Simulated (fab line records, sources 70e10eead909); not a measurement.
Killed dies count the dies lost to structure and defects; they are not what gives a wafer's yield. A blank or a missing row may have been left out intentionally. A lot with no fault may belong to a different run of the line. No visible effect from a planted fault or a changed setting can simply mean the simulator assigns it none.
fab line records	flow nandHarc
record lots=12	wafers=36	lastDay=24
route steps=1159 shown P_STI@80 P_GATE@144
lots that met no fault: from a run of the same line without faults
startH: hours from the record's first day to the start of the lot's first wafer shown	waitH: hours elapsed since this lot's preceding step	" same as the row above	L1.1+2: several wafers, shown together as one row	- no value, or no start given	* or withheld: withheld	< > ~ a bound
route shown NAME@n: NAME is a module with steps in the file, n the number in the route of the first one	usual: mean/standard deviation of fault-free wafers	same: alike in all rows	chamber/n: place in a boat	sites: per-site readings	_std_site: their standard deviation	_edge_site: outer sites' mean less inner sites'	radiusMm: for every site, how far away it sits from the centre of the wafer	mask NAME#n: copy n	behind: the last tool/chamber to shape the wafer	hold: why the lot was held/for how many hours/how that ended	device: the n, p or np transistor that did not switch	end of line: tests of these same wafers at the route's end	for a step that has no rows: nothing shown but its recipe	killed: dies that structure and defects cost at the first sort, which is not the same as the wafer's yield	map: dies across one wafer; x = killed, . = not, _ = none there
set.NAME: the setting that was run; set.NAME@STEP: the one run at that earlier step	model.NAME: the simulator's own value behind a step, which no gauge read
the route's steps for a sample of lots (tables are steps, rows are wafers)
services: from which hour (startH, from the record's first day; less than 0 if before it) a tool's chamber was out of use, for how many hours, and why
## steps
# step NHARC_P_STI_EXPOSE_06
# recipe na=0.55	targetCdNm=200	doseMj=37.69	maskId=P_STI
# usual reticleTempC=23.01/0.089
lot.wafer	tool	chamber	startH	waitH	mask	reticleTempC
L687.2	krfScanner-03	0	39.95	-	P_STI#0	22.96
L687.3	"	0	"	"	P_STI#0	23.05
L687.5	"	0	"	"	P_STI#0	23.04
L689.2	krfScanner-03	0	50.74	-	P_STI#0	23.06
L689.3	"	0	"	"	P_STI#0	22.99
L689.4	"	0	"	"	P_STI#0	23.12
L690.3	krfScanner-03	0	55.65	-	P_STI#0	23.16
L690.5	"	0	"	"	P_STI#0	23.11
L690.6	"	0	"	"	P_STI#0	23.18
L692.4	krfScanner-03	0	65.39	-	P_STI_R1#0	23.07
L692.5	"	0	"	"	P_STI_R1#0	22.91
L692.6	"	0	"	"	P_STI_R1#0	22.87
L701.1	krfScanner-03	0	117.18	-	P_STI#0	23.05
L701.4	"	0	"	"	P_STI#0	23.12
L701.5	"	0	"	"	P_STI#0	23.05
L700.1	krfScanner-04	0	117.34	-	P_STI#0	22.97
L700.3	"	0	"	"	P_STI#0	23.22
L700.5	"	0	"	"	P_STI#0	22.98
L702.3	krfScanner-03	0	126.04	-	P_STI#0	23.09
L702.4	"	0	"	"	P_STI#0	22.97
L702.5	"	0	"	"	P_STI#0	23.03
L704.1	krfScanner-03	0	133.36	-	P_STI#0	23.12
L704.3	"	0	"	"	P_STI#0	22.98
L704.6	"	0	"	"	P_STI#0	22.90
L703.1	krfScanner-02	0	133.52	-	P_STI#0	23.15
L703.3	"	0	"	"	P_STI#0	22.97
L703.5	"	0	"	"	P_STI#0	23.07
L705.1	krfScanner-04	0	146.63	-	P_STI#0	22.81
L705.2	"	0	"	"	P_STI#0	22.92
L705.6	"	0	"	"	P_STI#0	23.10
L707.1	krfScanner-03	0	154.91	-	P_STI#0	23.02
L707.3	"	0	"	"	P_STI#0	22.94
L707.6	"	0	"	"	P_STI#0	23.04
L710.1	krfScanner-03	0	172.93	-	P_STI#0	23.07
L710.2	"	0	"	"	P_STI#0	23.02
L710.5	"	0	"	"	P_STI#0	23.01
# step NHARC_P_GATE_DESCUM_31
# recipe timeS=3	o2FlowSccm=200	arFlowSccm=0	biasPowerW=0	chemistry=O2
# usual drypumpMotorCurrentA=6.0/0.44	oesProductAu=1.003/0.012	rfVppV=57.5/0.87	showerheadPlenumPTorr=1.85/0.057	throttleValvePct=11.311/0.0094
lot.wafer	tool	chamber	startH	waitH	drypumpMotorCurrentA	oesProductAu	rfHoursCounterH	rfVppV	showerheadPlenumPTorr	throttleValvePct
L687.3	rieDiel-12	0	95.93	0.1	6.6	0.991	10	56.7	1.91	11.327
L687.2	"	1	"	"	6.0	1.006	10	58.9	1.89	11.319
L687.5	"	2	"	"	5.4	1.007	-	57.9	1.94	11.303
L689.3	rieDiel-12	1	102.80	0.1	6.0	1.001	11	58.8	1.89	11.310
L689.2	"	2	"	"	5.4	1.012	8	57.5	1.94	11.287
L689.4	"	3	"	"	6.3	1.023	11	57.3	1.80	11.304
L690.3	rieDiel-08	0	110.47	0.1	5.8	1.014	36	56.8	1.81	11.298
L690.6	"	0	"	"	5.9	0.996	-	57.8	1.81	11.306
L690.5	"	1	"	"	6.5	0.975	-	59.1	1.81	11.308
L692.4	rieDiel-05	2	118.61	0.1	6.3	1.003	-	57.2	1.78	11.313
L692.5	"	3	"	"	4.8	1.002	-	58.5	1.87	11.313
L692.6	"	0	"	"	5.9	1.000	-	56.4	1.81	11.311
L700.3	rieDiel-12	2	163.81	0.1	5.4	0.996	22	56.5	1.93	11.297
L700.1	"	0	"	"	6.6	1.001	23	58.1	1.90	11.317
L700.5	"	3	"	"	6.3	1.012	-	56.7	1.79	11.305
L701.1	rieDiel-12	0	164.49	0.1	6.6	0.992	24	58.3	1.90	11.318
L701.5	"	0	"	"	6.6	1.000	-	57.1	1.90	11.302
L701.4	"	2	"	"	5.4	1.003	-	57.8	1.93	11.312
L702.3	rieDiel-12	2	177.56	0.1	5.4	1.006	26	58.2	1.93	11.316
L702.4	"	0	"	"	6.6	1.018	28	58.6	1.90	11.295
L702.5	"	3	"	"	6.3	1.023	-	56.1	1.79	11.306
L703.3	rieDiel-12	1	185.96	0.1	5.9	0.993	27	58.2	1.88	11.305
L703.1	"	2	"	"	5.4	0.998	27	57.3	1.93	11.302
L703.5	"	3	"	"	6.3	1.014	-	58.6	1.79	11.318
L704.1	rieDiel-12	2	186.11	0.1	5.4	1.012	27	56.1	1.93	11.327
L704.3	"	3	"	"	6.3	1.029	28	57.9	1.79	11.328
L704.6	"	2	"	"	5.4	1.003	-	58.0	1.93	11.326
L705.1	rieDiel-08	0	204.79	0.1	5.8	0.991	27	54.7	1.80	11.308
L705.2	"	3	"	"	6.0	0.993	31	58.4	1.89	11.317
L705.6	"	0	"	"	5.9	1.000	-	56.4	1.80	11.300
L707.3	rieDiel-08	0	205.10	0.1	5.8	1.009	27	56.7	1.80	11.305
L707.1	"	1	"	"	6.5	0.991	16	57.2	1.80	11.307
L707.6	"	0	"	"	5.8	0.995	-	57.9	1.80	11.319
L710.1	rieDiel-08	3	224.90	0.1	6.0	1.006	36	57.7	1.89	11.321
L710.2	"	2	"	"	6.0	1.019	36	57.4	1.77	11.326
L710.5	"	0	"	"	5.9	1.003	-	58.3	1.80	11.305
# step NHARC_P_GATE_STRIP_108
# recipe o2FlowSccm=500	arFlowSccm=0	biasW=0	chemistry=O2
# usual drypumpMotorCurrentA=6.0/0.47	oesProductAu=1.003/0.011	rfVppV=57.6/0.83	showerheadPlenumPTorr=3.42/0.1	throttleValvePct=17.035/0.0092
lot.wafer	tool	chamber	startH	waitH	drypumpMotorCurrentA	oesProductAu	rfHoursCounterH	rfVppV	showerheadPlenumPTorr	throttleValvePct
L687.2	rieDiel-08	0	96.55	-	5.9	1.010	30	59.9	3.36	17.042
L687.3	"	1	"	"	6.5	0.974	29	57.2	3.35	17.034
L687.5	"	0	"	"	5.9	1.011	-	57.5	3.36	17.040
L689.2	rieDiel-12	1	103.64	-	6.0	1.002	11	57.9	3.49	17.030
L689.4	"	2	"	"	5.4	1.003	8	59.3	3.57	17.027
L689.3	"	3	"	"	6.3	1.019	11	58.7	3.32	17.023
L690.3	rieDiel-12	3	111.68	-	6.3	1.021	12	56.4	3.32	17.045
L690.6	"	0	"	"	6.6	1.007	-	57.8	3.51	17.054
L690.5	"	1	"	"	6.0	1.013	-	57.4	3.49	17.034
L692.4	rieDiel-08	2	119.42	-	6.1	0.992	34	55.9	3.31	17.029
L692.6	"	3	"	"	6.0	0.996	-	56.4	3.51	17.030
L692.5	"	0	"	"	5.9	1.016	-	56.9	3.35	17.040
L700.3	rieDiel-12	0	164.91	-	6.7	0.995	24	58.7	3.51	17.041
L700.1	"	2	"	"	5.4	1.002	22	58.2	3.56	17.027
L700.5	"	3	"	"	6.3	1.026	-	56.1	3.32	17.037
L701.1	rieDiel-08	0	165.41	-	5.8	1.003	11	57.7	3.35	17.034
L701.4	"	2	"	"	6.1	1.010	14	56.6	3.30	17.040
L701.5	"	0	"	"	5.9	1.000	-	57.7	3.35	17.028
L702.4	rieDiel-08	0	178.21	-	5.9	1.016	17	58.4	3.34	17.040
L702.3	"	1	"	"	6.5	0.982	10	57.8	3.34	17.024
L702.5	"	3	"	"	6.1	1.008	-	56.7	3.49	17.045
L703.3	rieDiel-08	2	186.81	-	6.1	1.004	25	57.7	3.30	17.038
L703.1	"	0	"	"	5.8	0.995	20	57.0	3.34	17.050
L703.5	"	2	"	"	6.1	1.000	-	56.5	3.30	17.061
L704.1	rieDiel-12	3	186.91	-	6.3	1.020	28	56.9	3.31	17.032
L704.3	"	1	"	"	6.0	0.992	27	58.3	3.48	17.034
L704.6	"	3	"	"	6.3	1.010	-	57.1	3.32	17.023
L705.2	rieDiel-08	1	205.54	-	6.5	0.999	16	57.4	3.34	17.040
L705.1	"	2	"	"	6.1	1.009	30	57.5	3.29	17.033
L705.6	"	0	"	"	5.8	1.006	-	56.2	3.34	17.041
L707.1	rieDiel-08	0	205.86	-	5.8	1.001	27	57.3	3.34	17.040
L707.3	"	3	"	"	6.0	1.005	31	56.5	3.49	17.052
L707.6	"	0	"	"	5.8	1.012	-	58.2	3.34	17.048
L710.2	rieDiel-05	3	225.67	-	4.8	1.008	18	58.9	3.44	17.034
L710.1	"	0	"	"	5.9	1.011	21	57.0	3.33	17.034
L710.5	"	0	"	"	5.9	0.993	-	57.7	3.33	17.040
# step NHARC_P_GATE_RTA_80
# recipe tempC=300	timeS=30
# usual annealTempCMax=301.0/0.37	wafer_temp_C_max=301.4/0.32
lot.wafer	tool	chamber	startH	waitH	annealTempCMax	wafer_temp_C_max
L687.2	rtpAnneal-01	0	116.12	-	301.4	301.2
L687.3	"	0	"	"	301.9	301.5
L687.5	"	0	"	"	301.4	301.7
L689.2	rtpAnneal-01	0	120.57	-	301.5	301.2
L689.3	"	0	"	"	301.4	301.3
L689.4	"	0	"	"	301.5	301.2
L690.3	rtpAnneal-02	0	128.87	-	300.8	301.8
L690.5	"	0	"	"	300.8	301.3
L690.6	"	0	"	"	300.9	301.6
L692.4	rtpAnneal-01	0	136.41	-	301.4	300.9
L692.5	"	0	"	"	300.9	301.5
L692.6	"	0	"	"	301.6	302.0
L701.1	rtpAnneal-02	0	182.67	-	300.8	301.7
L701.4	"	0	"	"	300.7	301.6
L701.5	"	0	"	"	300.6	301.4
L700.1	rtpAnneal-01	0	184.10	-	301.4	301.0
L700.3	"	0	"	"	301.5	301.0
L700.5	"	0	"	"	301.2	300.9
L702.3	rtpAnneal-02	0	195.02	-	300.8	301.3
L702.4	"	0	"	"	301.1	301.2
L702.5	"	0	"	"	301.2	301.2
L703.1	rtpAnneal-02	0	204.35	-	300.4	301.2
L703.3	"	0	"	"	300.8	301.7
L703.5	"	0	"	"	300.7	301.1
L704.1	rtpAnneal-01	0	204.51	-	301.1	301.3
L704.3	"	0	"	"	301.0	300.8
L704.6	"	0	"	"	301.3	301.3
L705.1	rtpAnneal-02	0	222.77	-	300.5	301.5
L705.2	"	0	"	"	300.9	302.1
L705.6	"	0	"	"	300.9	302.3
L707.1	rtpAnneal-01	0	223.10	-	301.3	301.5
L707.3	"	0	"	"	301.2	300.9
L707.6	"	0	"	"	301.9	301.2
L710.1	rtpAnneal-02	0	242.64	-	300.8	301.2
L710.2	"	0	"	"	301.1	301.7
L710.5	"	0	"	"	300.9	301.1
## services
tool	chamber	startH	hours	kind
rieDiel-05	2	20.15	6.8	repair
rieDiel-12	-	25.40	9.0	pm
krfScanner-02	-	38.00	4.0	pm
rieDiel-05	2	46.95	10.3	repair
rieDiel-08	2	68.11	10.1	repair
rieDiel-12	2	77.45	16.1	repair
krfScanner-03	-	89.87	0.4	repair
rieDiel-05	1	111.20	11.6	repair
rieDiel-05	2	120.03	6.4	repair
rieDiel-08	0	124.58	10.8	repair
rieDiel-08	-	125.57	9.0	pm
krfScanner-04	-	126.00	4.0	pm
rieDiel-05	2	139.06	1.9	repair
krfScanner-03	-	149.69	1.1	repair
rieDiel-08	1	154.25	10.5	repair
krfScanner-04	-	158.46	20.3	repair
rieDiel-12	1	161.78	6.8	repair
rieDiel-05	3	162.13	6.2	repair
rieDiel-05	-	163.75	9.0	pm
krfScanner-03	-	168.00	4.0	pm
rieDiel-12	0	180.73	6.9	repair
rieDiel-08	1	192.39	5.7	repair
rieDiel-12	-	202.54	9.0	pm
rieDiel-12	1	232.61	3.2	repair
## key
firstSign step=NHARC_P_STI_EXPOSE_06	reading=mask	direction=changed
effect none on later readings
metAt NHARC_P_STI_EXPOSE_06
struckLots L692
testerLeftOut L692
notActingAt NHARC_P_GATE_DESCUM_31,NHARC_P_GATE_STRIP_108,NHARC_P_GATE_RTA_80
onsetBetween 55.65 65.39
fault kind=wrongMask	tool=any	chamber=-	onsetH=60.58	steps=NHARC_P_STI_EXPOSE_06	auxCopy=P_STI_R1#0	cdOffsetNm=5.2371	scope=struckLotsOnly
# testerLeftOut: of these lots the tester's yield and bins aren't shown, on N5 and GAA mostly nor the transistor test; their killed dies are dies lost to structure and defects alone, not to doping, threshold or leakage, so they don't give the yield
